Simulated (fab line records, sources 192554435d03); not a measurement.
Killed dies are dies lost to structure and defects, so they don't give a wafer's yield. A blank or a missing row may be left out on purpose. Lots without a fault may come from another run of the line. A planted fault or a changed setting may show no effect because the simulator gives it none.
Chamber matching | flow n5_finfet | N5_MOL_CONTACT_COAG_DESCUM_88 on rie_diel-05: 4 sister chambers
The step chemistry O2, time 7 s. 4 wafers are shown with their chamber, then 7 later ones without.

WAFERS WITH THEIR CHAMBER
wafer  | chamber | showerhead_plenum_p_Torr (Torr)
L077.6 | 0       | 2.05
L083.4 | 3       | 2.22
L090.1 | 2       | 2.21
L090.4 | 1       | 2.04

WAFERS WITHOUT THEIR CHAMBER
wafer  | showerhead_plenum_p_Torr (Torr)
L090.5 | 2.21
L095.2 | 2.03
L095.3 | 2.21
L095.4 | 2.04
L097.2 | 2.04
L097.4 | 2.21
L097.5 | 2.21

WHICH CHAMBER EACH WENT THROUGH
wafer  | from the rows above | in truth
L090.5 | 2                   | 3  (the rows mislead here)
L095.2 | 1                   | 1
L095.3 | 2                   | 2
L095.4 | 1                   | 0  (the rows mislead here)
L097.2 | 1                   | 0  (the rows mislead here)
L097.4 | 2                   | 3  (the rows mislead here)
L097.5 | 2                   | 2
Placed correctly: 3 of 7. Can't be placed from these rows: 0. Placed wrongly: 4.
How it was worked out, from the rows above alone: a wafer's distance from a chamber is the root of the sum, over the readings, of the square of ((its reading less the chamber's mean) divided by the reading's scatter). The wafer belongs to the nearest chamber; if the next one is less than 2 further off, it can't be placed. A chamber's mean is the mean of its shown wafers. The scatter: with one shown wafer a chamber, the root of the mean of the squares of how far each hidden wafer lies from its nearest shown one.
